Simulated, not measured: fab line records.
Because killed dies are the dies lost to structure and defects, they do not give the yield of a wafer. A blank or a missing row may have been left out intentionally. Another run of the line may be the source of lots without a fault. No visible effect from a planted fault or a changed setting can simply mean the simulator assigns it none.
Which tool did it? | flow n5 finfet | 24 wafers from 8 lots sampled at 8 of the route's 1938 steps

WHAT EACH GAUGE READ, for each wafer
N5_BEOL_M4_OCD_MEAS_38.
lot  | measured     | on     | trench depth nm (nm)
L747 | day 10 18:56 | ocd-02 | 54.7 52.8 54.7
L751 | day 12 01:32 | ocd-01 | 55.3 55.1 53.5
L754 | day 12 08:46 | ocd-01 | 49.9 47.2 48.9
L760 | day 13 20:59 | ocd-01 | 55.9 56.5 55.3
L759 | day 13 21:02 | ocd-02 | 49.5 48.5 48.9
L763 | day 14 19:20 | ocd-01 | 53.4 54.6 56.0
L765 | day 15 03:47 | ocd-02 | 52.5 54.6 53.4
L767 | day 15 07:16 | ocd-01 | 56.1 53.0 53.1

N5_BEOL_M4_THK_MEAS_53: measures by xrf.
lot  | measured     | on            | M4_THK (nm)
L747 | day 10 22:49 | film metro-01 | 39.0 37.6 38.4
L751 | day 12 05:30 | film metro-01 | 40.3 38.8 37.7
L754 | day 12 12:30 | film metro-01 | 34.6 31.5 35.3
L760 | day 14 00:58 | film metro-01 | 41.4 42.6 41.8
L759 | day 14 01:24 | film metro-02 | 32.7 33.3 33.9
L763 | day 14 23:28 | film metro-01 | 36.6 39.1 40.1
L765 | day 15 07:48 | film metro-01 | 37.5 40.3 38.3
L767 | day 15 13:03 | film metro-01 | 40.2 36.2 35.0

N5_BEOL_M4_RS_MEAS_58: uses a four-point probe to measure.
lot  | measured     | on            | M4_RS (ohm/sq)
L747 | day 10 23:05 | film metro-01 | 0.69 0.73 0.71
L751 | day 12 05:56 | film metro-01 | 0.67 0.70 0.72
L754 | day 12 12:46 | film metro-01 | 0.81 0.92 0.79
L760 | day 14 01:14 | film metro-01 | 0.64 0.62 0.64
L759 | day 14 01:40 | film metro-01 | 0.86 0.84 0.82
L763 | day 14 23:46 | film metro-02 | 0.75 0.69 0.67
L765 | day 15 08:07 | film metro-02 | 0.73 0.67 0.71
L767 | day 15 13:22 | film metro-01 | 0.66 0.76 0.79

N5_BEOL_M4_RC_MEAS_101.
lot  | measured     | on        | DIBL_N (mV/V)  | DIBL_P (mV/V)  | IOFF_N (nA/um)    | IOFF_P (nA/um)    | ION_N (uA/um) | ION_P (uA/um) | SS_N (mV/dec)  | SS_P (mV/dec)  | VT_N (mV)   | VT_P (mV)
L747 | day 10 23:08 | prober-02 | 36.3 35.5 35.1 | 39.2 38.0 37.0 | 0.181 0.148 0.158 | 0.208 0.189 0.186 | 679 659 675   | 459 453 458   | 71.7 72.0 71.8 | 73.6 73.9 72.7 | 248 249 252 | -252 -253 -253
L751 | day 12 05:59 | prober-02 | 34.0 32.6 36.1 | 35.8 33.2 38.3 | 0.141 0.123 0.184 | 0.208 0.172 0.250 | 676 667 680   | 468 458 468   | 70.9 70.8 71.3 | 72.7 71.9 73.2 | 250 251 247 | -249 -251 -243
L754 | day 12 12:49 | prober-02 | 33.9 35.7 36.5 | 32.9 34.6 34.1 | 0.124 0.149 0.156 | 0.169 0.199 0.182 | 660 673 665   | 451 465 450   | 71.0 70.5 70.8 | 72.6 72.7 72.6 | 254 252 251 | -252 -251 -254
L760 | day 14 01:35 | prober-01 | 34.5 34.4 36.1 | 34.0 32.9 35.3 | 0.121 0.116 0.143 | 0.179 0.167 0.204 | 650 656 668   | 454 451 455   | 71.1 70.8 71.9 | 73.7 72.8 72.8 | 254 255 253 | -250 -255 -251
L759 | day 14 01:52 | prober-02 | 36.2 37.0 35.2 | 37.5 36.5 35.8 | 0.165 0.162 0.137 | 0.234 0.206 0.201 | 667 678 659   | 458 464 459   | 71.4 71.6 71.2 | 74.2 73.9 73.3 | 244 249 250 | -247 -249 -250
L763 | day 14 23:49 | prober-01 | 36.1 38.2 34.3 | 35.1 36.6 31.9 | 0.165 0.209 0.121 | 0.231 0.262 0.186 | 666 691 652   | 467 470 458   | 71.9 71.8 70.9 | 72.7 73.3 72.6 | 245 243 251 | -246 -244 -251
L765 | day 15 08:19 | prober-01 | 34.3 36.6 34.5 | 34.8 37.6 35.9 | 0.117 0.153 0.129 | 0.170 0.217 0.184 | 668 666 674   | 463 458 463   | 70.9 71.9 71.3 | 73.4 73.2 73.1 | 255 253 252 | -253 -251 -253
L767 | day 15 13:35 | prober-02 | 36.4 32.1 38.1 | 37.8 30.6 38.0 | 0.167 0.103 0.195 | 0.192 0.114 0.186 | 676 649 674   | 457 443 452   | 71.4 70.6 72.7 | 73.8 71.6 73.5 | 247 255 247 | -252 -260 -255

TOOL THAT RAN EACH LOT (tool first, then ch and the chambers of the sampled wafers, then the start)
lot  | N5_BEOL_M4_ALD_98                 | N5_BEOL_M4_TRENCH_ETCH_37          | N5_BEOL_M4_PRE_CLEAN_45      | N5_BEOL_M4_SPUTTER_48
L747 | ald sin-04 ch 2,3, day 9 14:44    | rie diel-03 ch 0,2,3, day 10 18:47 | pvd sputter-02, day 10 19:22 | pvd sputter-02, day 10 20:15
L751 | ald sin-01 ch 0,1,3, day 10 21:21 | rie diel-03 ch 1,2,3, day 12 01:23 | pvd sputter-02, day 12 01:53 | pvd sputter-02, day 12 02:41
L754 | ald sin-01 ch 0,1, day 11 06:33   | rie diel-03 ch 0,1,3, day 12 08:37 | pvd sputter-03, day 12 09:16 | pvd sputter-02, day 12 09:52
L760 | ald sin-03 ch 2,3, day 12 19:07   | rie diel-01 ch 1,3, day 13 20:50   | pvd sputter-03, day 13 21:48 | pvd sputter-03, day 13 22:25
L759 | ald sin-03 ch 1,2, day 12 19:12   | rie diel-03 ch 1,2, day 13 20:52   | pvd sputter-03, day 13 21:53 | pvd sputter-01, day 13 22:50
L763 | ald sin-03 ch 1,3, day 13 18:25   | rie diel-01 ch 0,1,2, day 14 19:11 | pvd sputter-03, day 14 19:53 | pvd sputter-03, day 14 20:34
L765 | ald sin-04 ch 0,3, day 14 02:38   | rie diel-04 ch 0,1, day 15 03:38   | pvd sputter-03, day 15 04:15 | pvd sputter-02, day 15 05:03
L767 | ald sin-01 ch 1,3, day 14 12:52   | rie diel-04 ch 0,3, day 15 07:07   | pvd sputter-01, day 15 08:03 | pvd sputter-01, day 15 10:30
- N5_BEOL_M4_ALD_98: deposits SiO2, target thk 2.5 nm, pulse time 1 s, co reactant pulse time 1 s.
- N5_BEOL_M4_TRENCH_ETCH_37: etches SiOC in C4F6/O2, target depth 55.555 nm, time 29.2 s.
- N5_BEOL_M4_PRE_CLEAN_45: time 30 s.
- N5_BEOL_M4_SPUTTER_48: material Cu, target thk 4.5 nm, time 8.29 s.

WHAT THE TOOLS THEMSELVES READ (means of the sampled wafers that have a number; where no wafer has one, the mark that the record gives instead)
N5_BEOL_M4_ALD_98.
lot  | tool       | heater power w (W) | precursor pulse height rel
L747 | ald sin-04 | 87                 | 0.994
L751 | ald sin-01 | 90                 | 0.988
L754 | ald sin-01 | 90                 | 0.995
L760 | ald sin-03 | 85                 | 1.012
L759 | ald sin-03 | 79                 | 1.016
L763 | ald sin-03 | 83                 | 0.999
L765 | ald sin-04 | 70                 | 0.989
L767 | ald sin-01 | 83                 | 1.004

N5_BEOL_M4_TRENCH_ETCH_37.
lot  | tool        | C4F6_flow_sccm (sccm) | bias w (W) | drypump motor current A (A) | oes product au (a.u.) | rf fwd power W (W) | rf vpp V (V) | showerhead plenum p Torr (Torr) | throttle valve pct (%)
L747 | rie diel-03 | 10.01                 | 185.1      | 5.8                         | 0.70                  | 349.9              | 667          | 2.78                            | 20.7
L751 | rie diel-03 | 10.00                 | 185.1      | 5.7                         | 0.78                  | 348.1              | 667          | 2.85                            | 20.6
L754 | rie diel-03 | 10.02                 | 184.7      | 5.8                         | 0.80                  | 263.5              | 771          | 2.95                            | 20.6
L760 | rie diel-01 | 10.02                 | 184.8      | 5.8                         | 0.84                  | 349.5              | 668          | 2.76                            | 20.8
L759 | rie diel-03 | 10.00                 | 184.3      | 5.2                         | 0.77                  | 263.0              | 770          | 2.84                            | 20.5
L763 | rie diel-01 | 10.02                 | 184.9      | 6.3                         | 0.74                  | 348.3              | 662          | 2.79                            | 21.1
L765 | rie diel-04 | 9.99                  | 185.3      | 6.1                         | 0.73                  | 351.4              | 668          | 2.85                            | 21.2
L767 | rie diel-04 | 9.98                  | 185.4      | 5.7                         | 0.75                  | 351.0              | 673          | 2.89                            | 21.1

N5_BEOL_M4_PRE_CLEAN_45.
lot  | tool           | heater power w (W)
L747 | pvd sputter-02 | 314
L751 | pvd sputter-02 | 329
L754 | pvd sputter-03 | 294
L760 | pvd sputter-03 | 266
L759 | pvd sputter-03 | 280
L763 | pvd sputter-03 | 302
L765 | pvd sputter-03 | 297
L767 | pvd sputter-01 | 334

N5_BEOL_M4_SPUTTER_48.
lot  | tool           | chuck sensor temp C (C) | throttle valve pct (%)
L747 | pvd sputter-02 | -15.3                   | 31.2
L751 | pvd sputter-02 | -15.5                   | 30.6
L754 | pvd sputter-02 | -15.6                   | 30.7
L760 | pvd sputter-03 | -15.8                   | 30.2
L759 | pvd sputter-01 | -16.3                   | 28.8
L763 | pvd sputter-03 | -15.7                   | 29.5
L765 | pvd sputter-02 | -15.5                   | 30.5
L767 | pvd sputter-01 | -16.2                   | 29.5

THE ANSWER, worked out from the rows above alone
Rule: the usual values come from the lots themselves. Put in order of their means at a reading, lots are off if they are a third of the lots or fewer, leave a main group of 4 or more, and stand apart from it by a gap of 3 or more times the standard deviation of the main group's means; of several such gaps the widest counts. A main group is skipped when, at the precision printed for the reading in the tables above, its means are all equal. Also off: a lot with no number at a reading for which 4 or more lots have one. Where the step has rows for the other lots, those lots are counted as sound. First the gauges in route order, then the tools' own readings, where a lot's mean is used as printed above. At the first step where some lot is off, the reading lying furthest off is the one used; lots without a number count as furthest.
Off at N5_BEOL_M4_OCD_MEAS_38 (trench depth nm): L754, L759. The main group: mean 54.5 nm, standard deviation 0.75.
If a tool, at a process step before that reading, ran all the lots that are off and no sound lot after the first of them, it fits. The gauges at N5_BEOL_M4_OCD_MEAS_38 aren't tried: what is off there is off at N5_BEOL_M4_RS_MEAS_58 too, on other tools, and a gauge's error can't cause that. One candidate fits, namely rie diel-03 at N5_BEOL_M4_TRENCH_ETCH_37. Its last sound lot is L751 (day 12 01:23), its first lot that is off L754 (day 12 08:37): a fault that began between those two fits.
The tool's own readings at N5_BEOL_M4_TRENCH_ETCH_37 bear it out: on the lots that are off they differ by more than 5 times the standard deviation of the sound lots' means. rf fwd power W reads 263.2 W there against 349.7 W on the sound lots; rf vpp V reads 770 V there against 668 V on the sound lots.

WHAT HAD BEEN PUT IN BY THE SIMULATOR
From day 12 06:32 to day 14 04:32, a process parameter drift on rie diel-03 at N5_BEOL_M4_TRENCH_ETCH_37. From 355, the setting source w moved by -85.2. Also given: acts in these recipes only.
Lots struck among those shown: L754, L759. The rule above found the same.
